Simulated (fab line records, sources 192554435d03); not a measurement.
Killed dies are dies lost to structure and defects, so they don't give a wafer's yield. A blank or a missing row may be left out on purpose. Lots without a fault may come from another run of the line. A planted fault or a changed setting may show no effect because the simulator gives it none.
fab line records | flow n5_finfet
record lots=24 wafers=72 last_day=18
route steps=1938 shown BEOL_M10@1523 BEOL_M11@1554
lots that met no fault: from a run of the same line without faults
start_h: hours from the record's first day to the start of the lot's first wafer shown | wait_h: hours since the lot's step before | " the same as in the row above | L1.1+2: a row that stands for several wafers | - no value, or no start given | * or withheld: withheld | < > ~ a bound
route shown NAME@n: a module of which the file shows steps, and the number in the route of the first | usual: mean/standard deviation of fault-free wafers | same: alike in all rows | chamber/n: place in a boat | sites: the reading at each site | _std_site: their standard deviation | _edge_site: outer sites' mean less inner sites' | radius_mm: how far each site lies from the wafer's centre | mask NAME#n: copy n | behind: the tool/chamber that last shaped the wafer | hold: why the lot was held/for how many hours/how that ended | device: the transistor (n, p or np) that didn't switch | end of line: the same wafers' tests at the end of the route | a step without rows: its recipe alone | killed: dies lost to structure and defects at the first sort, not the wafer's yield | map: a wafer's dies, x killed, . not, _ none there
set.NAME: the setting as run; set.NAME@STEP: as run at that earlier step | model.NAME: the simulator's own value behind a step, which no gauge read
steps of the route over a sample of lots; a table a step, a row a wafer
services: from which hour (start_h, from the record's first day; less than 0 if before it) a tool's chamber was out of use, for how many hours, and why
## steps
# step N5_BEOL_M10_PRE_CLEAN_45
# recipe gas=H2/He time_s=30 temp_c=250
# usual heater_power_w=331/43
# columns lot.wafer tool chamber start_h wait_h heater_power_w
L074.1 pvd_sputter-01 - 216.79 0.0 335
L074.2 " - " " 249
L074.5 " - " " 345
L075.1 pvd_sputter-02 - 223.87 0.0 346
L075.2 " - " " 298
L075.3 " - " " 303
L076.3 pvd_sputter-02 - 237.49 0.0 372
L076.4 " - " " 298
L076.6 " - " " 372
L077.4 pvd_sputter-03 - 247.81 0.0 343
L077.5 " - " " 304
L077.6 " - " " 339
L079.2 pvd_sputter-03 - 256.76 0.0 298
L079.4 " - " " 372
L079.6 " - " " 366
L080.1 pvd_sputter-02 - 259.04 0.0 289
L080.4 " - " " 369
L080.5 " - " " 296
L078.4 pvd_sputter-01 - 262.12 0.0 254
L078.5 " - " " 380
L078.6 " - " " 344
L081.3 pvd_sputter-02 - 265.08 0.0 370
L081.5 " - " " 294
L081.6 " - " " 372
L082.1 pvd_sputter-03 - 275.45 0.0 306
L082.3 " - " " 382
L082.5 " - " " 379
L085.1 pvd_sputter-01 - 284.90 0.0 382
L085.2 " - " " 245
L085.3 " - " " 339
L083.2 pvd_sputter-01 - 289.76 0.0 356
L083.5 " - " " 371
L083.6 " - " " 247
L084.1 pvd_sputter-01 - 293.50 0.0 344
L084.3 " - " " 243
L084.6 " - " " 245
L087.2 pvd_sputter-03 - 297.82 0.0 339
L087.3 " - " " 367
L087.6 " - " " 299
L086.3 pvd_sputter-02 - 304.20 0.0 302
L086.4 " - " " 375
L086.5 " - " " 371
L090.1 pvd_sputter-01 - 316.22 0.0 376
L090.2 " - " " 239
L090.6 " - " " 248
L088.2 pvd_sputter-01 - 321.24 0.0 340
L088.4 " - " " 248
L088.6 " - " " 351
L091.1 pvd_sputter-03 - 323.59 0.0 302
L091.4 " - " " 370
L091.6 " - " " 296
L089.2 pvd_sputter-03 - 329.75 0.0 341
L089.3 " - " " 302
L089.6 " - " " 294
L092.3 pvd_sputter-01 - 336.81 0.0 340
L092.4 " - " " 369
L092.6 " - " " 375
L093.1 pvd_sputter-02 - 340.69 0.0 358
L093.3 " - " " 374
L093.4 " - " " 294
L094.1 pvd_sputter-01 - 347.95 0.0 242
L094.5 " - " " 346
L094.6 " - " " 252
L095.2 pvd_sputter-01 - 356.93 0.0 349
L095.5 " - " " 249
L095.6 " - " " 337
L096.1 pvd_sputter-01 - 358.73 0.0 248
L096.2 " - " " 349
L096.3 " - " " 348
L097.1 pvd_sputter-02 - 371.65 0.0 297
L097.2 " - " " 348
L097.4 " - " " 378
# step N5_BEOL_M10_SPUTTER_48
# recipe material=Cu target_thk_a=120 temp_c=-20 bias_v=60 power_w=26000 chamber_pressure_pa=0.13 time_s=2
# usual throttle_valve_pct=30.3/0.43
# columns lot.wafer tool chamber start_h wait_h throttle_valve_pct
L074.1 pvd_sputter-03 - 220.75 0.1 30.6
L074.2 " - " " 30.1
L074.5 " - " " 30.3
L075.1 pvd_sputter-03 - 226.72 2.0 30.4
L075.2 " - " " 30.1
L075.3 " - " " 29.7
L076.3 pvd_sputter-02 - 238.17 0.1 30.5
L076.4 " - " " 30.9
L076.6 " - " " 30.4
L077.4 pvd_sputter-03 - 248.55 0.0 30.2
L077.5 " - " " 30.3
L077.6 " - " " 30.3
L079.2 pvd_sputter-01 - 257.43 0.1 30.9
L079.4 " - " " 30.5
L079.6 " - " " 29.6
L080.1 pvd_sputter-02 - 261.15 0.6 30.5
L080.4 " - " " 30.5
L080.5 " - " " 30.5
L078.4 pvd_sputter-01 - 262.72 0.1 30.6
L078.5 " - " " 30.3
L078.6 " - " " 29.6
L081.3 pvd_sputter-02 - 265.71 0.1 30.9
L081.5 " - " " 30.9
L081.6 " - " " 30.5
L082.1 pvd_sputter-01 - 275.99 0.1 30.6
L082.3 " - " " 29.4
L082.5 " - " " 30.7
L085.1 pvd_sputter-03 - 285.51 0.1 30.2
L085.2 " - " " 30.6
L085.3 " - " " 30.1
L083.2 pvd_sputter-02 - 290.52 0.2 30.8
L083.5 " - " " 30.9
L083.6 " - " " 30.5
L084.1 pvd_sputter-03 - 294.12 0.1 29.8
L084.3 " - " " 30.8
L084.6 " - " " 30.0
L087.2 pvd_sputter-03 - 298.46 0.1 29.9
L087.3 " - " " 29.9
L087.6 " - " " 30.0
L086.3 pvd_sputter-03 - 304.83 0.1 29.9
L086.4 " - " " 30.2
L086.5 " - " " 30.2
L090.1 pvd_sputter-01 - 318.98 0.3 30.4
L090.2 " - " " 30.6
L090.6 " - " " 30.6
L088.2 pvd_sputter-03 - 323.01 0.2 30.4
L088.4 " - " " 30.1
L088.6 " - " " 29.8
L091.1 pvd_sputter-03 - 324.25 0.2 29.7
L091.4 " - " " 29.9
L091.6 " - " " 30.3
L089.2 pvd_sputter-02 - 331.99 0.1 30.5
L089.3 " - " " 30.5
L089.6 " - " " 31.2
L092.3 pvd_sputter-02 - 337.35 0.1 30.6
L092.4 " - " " 30.7
L092.6 " - " " 30.8
L093.1 pvd_sputter-01 - 341.35 0.1 29.4
L093.3 " - " " 30.5
L093.4 " - " " 30.3
L094.1 pvd_sputter-01 - 348.69 0.1 31.0
L094.5 " - " " 29.5
L094.6 " - " " 30.4
L095.2 pvd_sputter-01 - 357.63 0.2 30.6
L095.5 " - " " 30.6
L095.6 " - " " 29.4
L096.1 pvd_sputter-03 - 361.07 1.8 30.4
L096.2 " - " " 30.1
L096.3 " - " " 29.8
L097.1 pvd_sputter-03 - 372.39 0.2 30.6
L097.2 " - " " 30.1
L097.4 " - " " 30.2
# step N5_BEOL_M10_DEP_56
# recipe material=SiCN target_thk_a=150 temp_c=withheld precursor=3MS/NH3 pressure_torr=3 rf_w=202 time_s=26.5
# usual chamber_pressure_Torr=3.001/0.0076 showerhead_plenum_p_Torr=3.662/0.013 throttle_valve_pct=9.1/0.46
# columns lot.wafer tool chamber start_h wait_h chamber_pressure_Torr showerhead_plenum_p_Torr throttle_valve_pct
L074.1 pecvd-04 2 221.74 0.0 3.008 3.676 8.6
L074.2 " 0 " " 3.004 3.670 9.6
L074.5 " 1 " " 3.005 3.685 8.9
L075.1 pecvd-02 0 227.61 0.0 2.993 3.662 9.1
L075.2 " 1 " " 3.006 3.669 9.2
L075.3 " 1 " " 3.011 3.675 9.4
L076.3 pecvd-02 2 239.23 0.0 2.995 3.643 8.5
L076.4 " 2 " " 2.999 3.644 8.6
L076.6 " 1 " " 2.992 3.672 9.3
L077.4 pecvd-02 0 249.62 0.0 2.990 3.660 9.1
L077.5 " 1 " " 2.998 3.658 9.3
L077.6 " 2 " " 3.000 3.628 8.3
L079.2 pecvd-02 1 258.54 0.0 2.992 3.675 9.1
L079.4 " 0 " " 2.992 3.656 9.4
L079.6 " 1 " " 2.998 3.664 9.2
L080.1 pecvd-01 0 262.03 0.0 3.006 3.659 10.0
L080.4 " 0 " " 2.999 3.667 9.8
L080.5 " 2 " " 3.004 3.673 8.7
L078.4 pecvd-02 1 263.62 0.0 3.002 3.675 9.3
L078.5 " 2 " " 3.002 3.635 8.3
L078.6 " 0 " " 3.002 3.668 9.2
L081.3 pecvd-02 2 266.60 0.0 3.009 3.638 8.5
L081.5 " 0 " " 3.001 3.648 9.4
L081.6 " 2 " " 3.002 3.639 8.6
L082.1 pecvd-01 2 277.10 0.0 2.986 3.674 8.8
L082.3 " 1 " " 2.991 3.650 8.6
L082.5 " 1 " " 2.994 3.647 8.7
L085.1 pecvd-01 2 286.45 0.0 3.003 3.680 8.9
L085.2 " 0 " " 2.999 3.652 9.7
L085.3 " 1 " " 2.997 3.644 8.8
L083.2 pecvd-04 0 291.73 0.0 2.989 3.667 9.7
L083.5 " 2 " " 3.004 3.674 8.6
L083.6 " 1 " " 2.997 3.655 8.6
L084.1 pecvd-02 1 295.01 0.0 3.022 3.659 9.3
L084.3 " 0 " " 3.005 3.664 9.1
L084.6 " 2 " " 2.996 3.642 8.4
L087.2 pecvd-04 1 299.79 0.0 3.000 3.666 8.9
L087.3 " 1 " " 3.000 3.667 8.8
L087.6 " 2 " " 3.004 3.679 8.5
L086.3 pecvd-04 2 306.26 0.0 3.007 3.671 8.3
L086.4 " 2 " " 3.004 3.675 8.3
L086.5 " 1 " " 3.006 3.672 8.8
L090.1 pecvd-01 2 319.87 0.0 2.991 3.670 8.8
L090.2 " 1 " " 3.004 3.658 8.8
L090.6 " 0 " " 3.005 3.656 9.9
L088.2 pecvd-01 2 323.89 0.0 2.992 3.672 9.1
L088.4 " 1 " " 2.999 3.640 9.0
L088.6 " 0 " " 2.993 3.665 9.9
L091.1 pecvd-04 0 325.13 0.0 3.011 3.666 9.7
L091.4 " 2 " " 3.016 3.674 8.5
L091.6 " 1 " " 2.998 3.660 8.8
L089.2 pecvd-01 1 333.16 0.0 3.009 3.644 8.9
L089.3 " 2 " " 2.998 3.663 9.0
L089.6 " 0 " " 3.001 3.658 10.0
L092.3 pecvd-04 2 338.56 0.0 3.001 3.664 9.1
L092.4 " 1 " " 2.989 3.672 8.8
L092.6 " 0 " " 3.002 3.664 9.8
L093.1 pecvd-02 2 342.42 0.0 3.001 3.641 8.7
L093.3 " 1 " " 3.006 3.674 9.2
L093.4 " 1 " " 3.004 3.669 8.9
L094.1 pecvd-04 0 349.57 0.0 3.000 3.666 9.7
L094.5 " 0 " " 3.002 3.662 9.8
L094.6 " 1 " " 3.011 3.668 8.4
L095.2 pecvd-01 2 358.51 0.0 3.008 3.675 8.8
L095.5 " 2 " " 3.008 3.678 9.2
L095.6 " 1 " " 2.988 3.648 8.7
L096.1 pecvd-02 0 362.11 0.0 3.013 3.665 9.3
L096.2 " 2 " " 2.989 3.635 8.6
L096.3 " 1 " " 2.995 3.664 9.3
L097.1 pecvd-02 1 373.30 0.0 2.997 3.670 9.2
L097.2 " 0 " " 3.020 3.678 9.4
L097.4 " 1 " " 3.011 3.670 9.5
# step N5_BEOL_M11_ETCH_62
# recipe chemistry=N2/H2 target=SOC target_depth_a=1100 overetch_a=220 mask_material=SiARC temp_c=40 time_s=165 ion_energy_ev=200 pressure_mtorr=30 source_w=840 bias_w=150 n2_flow_sccm=200 h2_flow_sccm=200
# usual drypump_motor_current_A=5.8/0.35 oes_product_au=0.67/0.067 rf_vpp_V=523.9/1.9 showerhead_plenum_p_Torr=2.54/0.063 throttle_valve_pct=17.86/0.3
# columns lot.wafer tool chamber start_h wait_h drypump_motor_current_A oes_product_au rf_hours_counter_h rf_vpp_V showerhead_plenum_p_Torr throttle_valve_pct
L074.1 rie_diel-06 0 223.99 0.0 5.7 0.58 241 526.3 2.61 17.90
L074.2 " 2 " " 5.2 0.68 92 523.8 2.57 18.05
L074.5 " 2 " " 5.2 0.69 - 526.0 2.57 18.04
L075.1 rie_diel-06 3 232.97 0.0 5.8 0.75 23 524.2 2.60 17.43
L075.2 " 0 " " 5.8 0.58 244 525.7 2.61 17.90
L075.3 " 1 " " 5.9 0.59 233 522.8 2.50 18.36
L076.3 rie_diel-06 2 241.32 0.0 5.2 0.68 97 525.3 2.57 18.06
L076.4 " 0 " " 5.7 0.59 247 526.2 2.61 17.93
L076.6 " 2 " " 5.2 0.68 - 523.5 2.57 18.05
L077.4 rie_diel-06 3 253.37 0.0 5.8 0.74 29 525.2 2.59 17.45
L077.5 " 2 " " 5.2 0.68 - 524.2 2.56 18.06
L077.6 " 1 " " 5.9 0.58 - 522.6 2.50 18.36
L079.2 rie_diel-04 0 262.11 0.0 6.3 0.75 24 523.1 2.49 17.93
L079.4 " 1 " " 5.5 0.57 245 525.6 2.61 18.03
L079.6 " 1 " " 5.5 0.57 - 525.3 2.61 18.03
L080.1 rie_diel-03 0 263.39 0.0 5.6 0.72 72 521.0 2.47 17.29
L080.4 " 2 " " 6.3 0.75 42 523.2 2.47 17.63
L080.5 " 2 " " 6.3 0.73 - 522.2 2.47 17.61
L078.4 rie_diel-04 2 266.39 0.1 5.6 0.67 - 521.7 2.45 17.99
L078.5 " 1 " " 5.6 0.57 - 526.3 2.61 18.04
L078.6 " 3 " " 5.4 0.65 - 523.8 2.54 17.79
L081.3 rie_diel-06 0 268.67 0.0 5.7 0.81 0 526.0 2.61 17.47
L081.5 " 1 " " 5.9 0.58 - 520.8 2.50 18.39
L081.6 " 0 " " 5.7 0.83 - 525.6 2.61 17.46
L082.1 rie_diel-04 3 279.18 0.0 5.5 0.65 142 524.4 2.54 17.81
L082.3 " 1 " " 5.6 0.57 250 525.4 2.61 18.04
L082.5 " 3 " " 5.4 0.65 - 523.3 2.54 17.82
L085.1 rie_diel-03 2 289.85 0.0 6.3 0.73 51 523.0 2.47 17.66
L085.2 " 0 " " 5.6 0.71 79 522.4 2.47 17.31
L085.3 " 3 " " 6.3 0.62 188 525.4 2.62 17.76
L083.2 rie_diel-03 3 293.92 0.0 6.3 0.62 190 526.7 2.62 17.74
L083.5 " 0 " " 5.6 0.72 - 522.4 2.47 17.31
L083.6 " 3 " " 6.3 0.62 - 525.2 2.62 17.75
L084.1 rie_diel-04 0 298.43 0.0 6.3 0.75 31 523.2 2.49 17.96
L084.3 " 3 " " 5.4 0.63 150 523.4 2.54 17.82
L084.6 " 1 " " 5.6 0.57 - 526.7 2.61 18.05
L087.2 rie_diel-03 0 304.00 0.0 5.6 0.71 83 520.8 2.47 17.31
L087.3 " 2 " " 6.3 0.73 55 524.5 2.47 17.64
L087.6 " 2 " " 6.3 0.72 - 521.6 2.47 17.64
L086.3 rie_diel-04 0 308.02 0.0 6.3 0.73 35 522.5 2.49 17.97
L086.4 " 3 " " 5.5 0.64 - 523.7 2.54 17.81
L086.5 " 0 " " 6.3 0.74 - 521.0 2.49 17.97
L090.1 rie_diel-03 3 321.77 0.0 6.3 0.61 197 526.1 2.62 17.78
L090.2 " 2 " " 6.3 0.72 61 522.1 2.46 17.65
L090.6 " 2 " " 6.3 0.71 - 522.0 2.46 17.65
L088.2 rie_diel-04 0 327.10 0.0 6.3 0.73 41 522.1 2.49 18.01
L088.4 " 2 " " 5.6 0.66 - 521.2 2.44 18.01
L088.6 " 3 " " 5.5 0.64 - 523.9 2.54 17.86
L091.1 rie_diel-06 0 328.24 0.0 5.7 0.75 25 525.6 2.60 17.51
L091.4 " 3 " " 5.8 0.71 52 525.4 2.58 17.49
L091.6 " 3 " " 5.8 0.71 - 525.9 2.58 17.47
L089.2 rie_diel-03 2 337.15 0.0 6.3 0.71 66 522.6 2.46 17.66
L089.3 " 0 " " 5.7 0.70 93 521.0 2.46 17.33
L089.6 " 2 " " 6.3 0.71 - 520.6 2.46 17.67
L092.3 rie_diel-03 0 341.40 0.0 5.6 0.70 95 520.1 2.46 17.34
L092.4 " 1 " " 6.1 0.60 218 525.0 2.62 18.36
L092.6 " 2 " " 6.3 0.71 - 521.2 2.46 17.67
L093.1 rie_diel-06 3 344.94 0.0 5.8 0.70 58 526.1 2.58 17.50
L093.3 " 0 " " 5.7 0.73 31 524.5 2.59 17.52
L093.4 " 2 " " 5.2 0.66 133 524.3 2.55 18.10
L094.1 rie_diel-06 0 353.19 0.0 5.8 0.73 33 524.6 2.59 17.54
L094.5 " 0 " " 5.7 0.73 - 525.1 2.59 17.54
L094.6 " 1 " " 5.9 0.80 - 523.7 2.49 17.99
L095.2 rie_diel-06 3 363.84 0.0 5.8 0.69 63 524.3 2.58 17.50
L095.5 " 1 " " 5.9 0.80 - 522.2 2.49 17.99
L095.6 " 2 " " 5.2 0.65 - 523.0 2.55 18.11
L096.1 rie_diel-06 0 364.46 0.0 5.8 0.73 36 525.3 2.59 17.52
L096.2 " 2 " " 5.2 0.65 138 524.4 2.55 18.13
L096.3 " 3 " " 5.8 0.69 63 524.0 2.58 17.50
L097.1 rie_diel-03 0 375.38 0.0 5.7 0.69 106 521.5 2.46 17.35
L097.2 " 1 " " 6.1 0.60 229 525.3 2.62 18.39
L097.4 " 3 " " 6.3 0.60 216 526.8 2.61 17.79
# step N5_BEOL_M11_ETCH_41
# recipe chemistry=CH3F/O2 target=SiCN target_depth_a=426 taper_deg=2 time_s=86 ion_energy_ev=120 mask_material=TiN pressure_mtorr=30 source_w=395 bias_w=75 Ar_flow_sccm=150 CH3F_flow_sccm=30 O2_flow_sccm=20
# usual drypump_motor_current_A=5.9/0.36 oes_product_au=0.80/0.078 rf_vpp_V=297.3/1.4 showerhead_plenum_p_Torr=2.00/0.052 throttle_valve_pct=16.3/0.32
# columns lot.wafer tool chamber start_h wait_h drypump_motor_current_A oes_product_au rf_hours_counter_h rf_vpp_V showerhead_plenum_p_Torr throttle_valve_pct
L074.1 rie_diel-03 2 - - 6.3 0.90 30 296.6 1.95 16.0
L074.2 " 3 " " 6.3 0.75 169 299.9 2.08 16.3
L074.5 " 1 " " 6.1 0.74 - 298.7 2.08 16.8
L075.1 rie_diel-03 1 - - 6.1 0.73 184 297.8 2.08 16.8
L075.2 " 2 " " 6.3 0.90 33 296.2 1.95 16.0
L075.3 " 0 " " 5.6 0.87 64 295.5 1.95 15.8
L076.3 rie_diel-06 3 - - 5.8 0.89 26 297.2 2.04 15.9
L076.4 " 0 " " 5.7 0.68 247 298.3 2.05 16.4
L076.6 " 0 " " 5.7 0.69 - 299.2 2.05 16.4
L077.4 rie_diel-03 1 - - 6.1 0.73 190 299.2 2.08 16.7
L077.5 " 2 " " 6.3 0.89 - 296.7 1.95 16.0
L077.6 " 1 " " 6.2 0.73 - 298.6 2.08 16.8
L079.2 rie_diel-06 1 - - 5.9 0.69 242 296.7 1.97 16.9
L079.4 " 1 " " 5.9 0.68 - 296.4 1.97 16.9
L079.6 " 3 " " 5.8 0.86 - 297.4 2.03 15.9
L080.1 rie_diel-06 2 - - 5.2 0.80 104 296.3 2.01 16.5
L080.4 " 3 " " 5.8 0.86 - 298.9 2.03 15.9
L080.5 " 1 " " 5.9 0.68 - 296.8 1.97 16.9
L078.4 rie_diel-04 1 - - 5.5 0.67 247 297.7 2.05 16.5
L078.5 " 3 " " 5.4 0.78 - 297.1 2.00 16.3
L078.6 " 0 " " 6.2 0.89 - 295.6 1.96 16.4
L081.3 rie_diel-06 2 - - 5.3 0.80 105 299.1 2.01 16.5
L081.5 " 0 " " 5.8 0.96 - 296.7 2.05 15.9
L081.6 " 1 " " 5.9 0.68 - 297.1 1.97 16.9
L082.1 rie_diel-06 3 - - 5.8 0.85 39 299.2 2.03 15.9
L082.3 " 1 " " 5.9 0.69 249 297.0 1.97 16.9
L082.5 " 3 " " 5.8 0.85 - 297.2 2.03 15.9
L085.1 rie_diel-03 0 - - 5.6 0.84 80 297.2 1.94 15.8
L085.2 " 3 " " 6.3 0.72 189 298.7 2.07 16.3
L085.3 " 2 " " 6.3 0.87 52 295.5 1.95 16.1
L083.2 rie_diel-06 0 - - 5.7 0.91 12 298.5 2.04 16.0
L083.5 " 2 " " 5.2 0.78 - 297.7 2.00 16.5
L083.6 " 0 " " 5.7 0.92 - 298.7 2.04 16.0
L084.1 rie_diel-04 2 - - 5.6 0.78 138 295.1 1.92 16.4
L084.3 " 0 " " 6.3 0.87 33 296.1 1.96 16.4
L084.6 " 2 " " 5.6 0.78 - 296.6 1.92 16.3
L087.2 rie_diel-03 3 - - 6.3 0.72 193 299.6 2.07 16.4
L087.3 " 2 " " 6.3 0.86 56 295.4 1.95 16.1
L087.6 " 2 " " 6.2 0.86 - 295.0 1.95 16.1
L086.3 rie_diel-04 3 - - 5.4 0.76 155 296.5 2.00 16.3
L086.4 " 2 " " 5.6 0.77 - 296.2 1.92 16.3
L086.5 " 3 " " 5.4 0.75 - 296.3 2.00 16.3
L090.1 rie_diel-04 3 - - 5.4 0.75 157 297.5 2.00 16.3
L090.2 " 0 " " 6.3 0.87 40 297.9 1.95 16.4
L090.6 " 3 " " 5.4 0.75 - 298.9 2.00 16.3
L088.2 rie_diel-03 2 - - 6.3 0.85 63 295.0 1.94 16.1
L088.4 " 1 " " 6.1 0.71 213 298.0 2.07 16.8
L088.6 " 3 " " 6.3 0.72 - 297.9 2.07 16.4
L091.1 rie_diel-04 0 - - 6.3 0.85 44 297.5 1.95 16.4
L091.4 " 2 " " 5.7 0.76 - 295.5 1.92 16.4
L091.6 " 0 " " 6.3 0.85 - 295.8 1.95 16.4
L089.2 rie_diel-04 1 - - 5.5 1.04 0 298.3 2.05 16.0
L089.3 " 3 " " 5.4 0.74 164 297.5 2.00 16.3
L089.6 " 2 " " 5.6 0.76 - 296.6 1.92 16.4
L092.3 rie_diel-03 3 - - 6.3 0.72 205 298.3 2.07 16.4
L092.4 " 1 " " 6.1 0.71 218 299.8 2.07 16.8
L092.6 " 2 " " 6.3 0.83 - 295.9 1.94 16.1
L093.1 rie_diel-03 2 - - 6.3 0.83 69 297.2 1.94 16.1
L093.3 " 0 " " 5.6 0.82 97 296.4 1.94 15.9
L093.4 " 3 " " 6.3 0.71 207 299.8 2.07 16.4
L094.1 rie_diel-06 0 - - 5.7 0.87 34 298.8 2.04 16.0
L094.5 " 1 " " 5.9 0.95 - 296.2 1.96 16.4
L094.6 " 2 " " 5.2 0.77 - 297.7 2.00 16.6
L095.2 rie_diel-03 3 - - 6.3 0.71 213 297.5 2.07 16.4
L095.5 " 2 " " 6.3 0.83 - 294.1 1.94 16.1
L095.6 " 1 " " 6.1 0.70 - 297.8 2.06 16.8
L096.1 rie_diel-06 0 - - 5.7 0.88 37 298.4 2.04 16.0
L096.2 " 3 " " 5.8 0.82 64 295.7 2.02 15.9
L096.3 " 1 " " 5.9 0.94 17 296.8 1.96 16.4
L097.1 rie_diel-03 0 - - 5.7 0.82 106 295.8 1.93 15.9
L097.2 " 2 " " 6.3 0.83 80 294.3 1.94 16.1
L097.4 " 3 " " 6.3 0.71 217 299.3 2.07 16.4
# step N5_BEOL_M11_STRIP_77
# recipe chemistry=N2/H2 time_s=10 power_w=450 temp_c=40 pressure_mtorr=20 rf_frequency_hz=6e+07 bias_power_w=7 n2_flow_sccm=200 h2_flow_sccm=200
# usual drypump_motor_current_A=5.9/0.35 oes_product_au=0.80/0.079 rf_vpp_V=59.1/0.82 showerhead_plenum_p_Torr=2.54/0.065 throttle_valve_pct=23.7/0.36
# columns lot.wafer tool chamber start_h wait_h drypump_motor_current_A oes_product_au rf_hours_counter_h rf_vpp_V showerhead_plenum_p_Torr throttle_valve_pct
L074.1 rie_diel-03 2 - - 6.3 0.90 30 57.9 2.47 23.6
L074.2 " 3 " " 6.3 0.74 169 60.1 2.63 23.5
L074.5 " 1 " " 6.1 0.73 - 58.7 2.63 24.2
L075.1 rie_diel-03 1 - - 6.1 0.73 184 60.0 2.63 24.2
L075.2 " 2 " " 6.3 0.90 33 58.0 2.47 23.6
L075.3 " 0 " " 5.6 0.87 64 58.1 2.47 23.1
L076.3 rie_diel-06 3 - - 5.8 0.88 26 58.4 2.59 23.3
L076.4 " 0 " " 5.7 0.69 247 59.9 2.61 23.7
L076.6 " 0 " " 5.7 0.68 - 59.5 2.61 23.6
L077.4 rie_diel-03 1 - - 6.1 0.72 190 59.7 2.63 24.2
L077.5 " 2 " " 6.3 0.88 - 60.1 2.47 23.6
L077.6 " 1 " " 6.1 0.72 - 59.5 2.63 24.2
L079.2 rie_diel-06 1 - - 5.9 0.68 242 60.0 2.49 24.2
L079.4 " 1 " " 5.9 0.68 - 59.1 2.49 24.2
L079.6 " 3 " " 5.8 0.87 - 59.8 2.59 23.3
L080.1 rie_diel-06 2 - - 5.2 0.80 104 59.6 2.56 23.9
L080.4 " 3 " " 5.8 0.87 - 60.7 2.59 23.3
L080.5 " 1 " " 5.9 0.69 - 59.1 2.49 24.2
L078.4 rie_diel-04 1 - - 5.5 0.66 247 59.7 2.61 23.9
L078.5 " 3 " " 5.5 0.77 - 59.9 2.54 23.6
L078.6 " 0 " " 6.3 0.90 - 59.6 2.49 23.9
L081.3 rie_diel-06 2 - - 5.2 0.80 105 60.1 2.56 23.9
L081.5 " 0 " " 5.8 0.98 - 60.1 2.60 23.3
L081.6 " 1 " " 5.9 0.68 - 58.4 2.49 24.2
L082.1 rie_diel-06 3 - - 5.8 0.86 39 59.0 2.58 23.3
L082.3 " 1 " " 5.9 0.68 249 60.6 2.49 24.2
L082.5 " 3 " " 5.8 0.86 - 59.5 2.58 23.3
L085.1 rie_diel-03 0 - - 5.6 0.84 80 58.3 2.46 23.1
L085.2 " 3 " " 6.3 0.73 189 59.2 2.62 23.5
L085.3 " 2 " " 6.3 0.87 52 57.3 2.46 23.6
L083.2 rie_diel-06 0 - - 5.8 0.91 12 60.5 2.60 23.3
L083.5 " 2 " " 5.2 0.79 - 60.3 2.55 23.9
L083.6 " 0 " " 5.8 0.91 - 59.6 2.60 23.3
L084.1 rie_diel-04 2 - - 5.7 0.77 138 58.8 2.44 24.0
L084.3 " 0 " " 6.3 0.88 33 58.8 2.48 23.9
L084.6 " 2 " " 5.7 0.78 - 59.8 2.44 24.0
L087.2 rie_diel-03 3 - - 6.3 0.73 193 59.0 2.62 23.5
L087.3 " 2 " " 6.3 0.86 56 60.6 2.46 23.6
L087.6 " 2 " " 6.3 0.86 - 57.6 2.46 23.6
L086.3 rie_diel-04 3 - - 5.5 0.76 155 57.5 2.53 23.7
L086.4 " 2 " " 5.6 0.77 - 57.4 2.44 24.0
L086.5 " 3 " " 5.4 0.75 - 59.6 2.53 23.6
L090.1 rie_diel-04 3 - - 5.5 0.75 157 60.7 2.53 23.6
L090.2 " 0 " " 6.3 0.88 40 58.0 2.48 23.9
L090.6 " 3 " " 5.5 0.75 - 58.0 2.53 23.6
L088.2 rie_diel-03 2 - - 6.3 0.85 63 58.5 2.46 23.6
L088.4 " 1 " " 6.1 0.70 213 59.9 2.62 24.2
L088.6 " 3 " " 6.3 0.73 - 59.5 2.61 23.5
L091.1 rie_diel-04 0 - - 6.3 0.87 44 57.8 2.48 23.9
L091.4 " 2 " " 5.6 0.78 - 59.2 2.44 24.0
L091.6 " 0 " " 6.3 0.88 - 58.9 2.48 23.9
L089.2 rie_diel-04 1 - - 5.6 1.04 0 59.2 2.60 23.6
L089.3 " 3 " " 5.5 0.75 164 59.8 2.53 23.6
L089.6 " 2 " " 5.7 0.77 - 58.1 2.44 24.0
L092.3 rie_diel-03 3 - - 6.3 0.72 205 59.2 2.61 23.5
L092.4 " 1 " " 6.1 0.71 218 58.9 2.62 24.3
L092.6 " 2 " " 6.3 0.85 - 59.0 2.46 23.6
L093.1 rie_diel-03 2 - - 6.3 0.85 70 58.9 2.46 23.6
L093.3 " 0 " " 5.7 0.82 97 59.0 2.46 23.1
L093.4 " 3 " " 6.3 0.73 207 58.6 2.61 23.5
L094.1 rie_diel-06 0 - - 5.7 0.87 34 59.3 2.59 23.3
L094.5 " 1 " " 5.9 0.95 - 59.3 2.49 23.9
L094.6 " 2 " " 5.2 0.76 - 59.3 2.54 23.9
L095.2 rie_diel-03 3 - - 6.3 0.72 213 58.8 2.61 23.5
L095.5 " 2 " " 6.3 0.83 - 59.9 2.45 23.6
L095.6 " 1 " " 6.1 0.70 - 59.2 2.61 24.3
L096.1 rie_diel-06 0 - - 5.8 0.87 37 60.1 2.59 23.3
L096.2 " 3 " " 5.8 0.81 64 58.4 2.57 23.3
L096.3 " 1 " " 5.9 0.94 17 57.7 2.48 24.0
L097.1 rie_diel-03 0 - - 5.7 0.82 106 58.3 2.45 23.1
L097.2 " 2 " " 6.3 0.84 80 58.2 2.45 23.6
L097.4 " 3 " " 6.3 0.72 217 60.8 2.61 23.5
## services
# columns tool chamber start_h hours kind
pecvd-02 2 202.40 - clean
rie_diel-04 3 206.29 13.1 repair
rie_diel-06 0 255.87 - clean
rie_diel-06 0 255.87 - consumable_replace:focus_ring
rie_diel-06 0 255.87 11.8 scheduled_down
rie_diel-06 0 255.87 11.8 vent_cycle
pecvd-01 - 256.49 0.9 repair
rie_diel-03 0 268.67 3.8 repair
rie_diel-04 0 271.49 3.0 repair
rie_diel-04 0 283.51 6.1 repair
rie_diel-06 1 286.23 - clean
rie_diel-06 1 286.23 - consumable_replace:focus_ring
rie_diel-04 2 291.59 9.0 repair
rie_diel-04 1 299.71 3.5 repair
rie_diel-04 1 303.62 - clean
rie_diel-04 1 303.62 - consumable_replace:focus_ring
rie_diel-04 1 303.62 33.7 scheduled_down
rie_diel-04 1 303.62 33.7 vent_cycle
pecvd-02 - 310.09 0.5 repair
rie_diel-04 3 313.50 3.9 repair
pvd_sputter-03 - 316.18 2.9 repair
rie_diel-04 2 319.23 6.4 repair
pecvd-02 - 326.05 14.6 pm
rie_diel-04 3 368.70 1.9 repair
## key
fault none
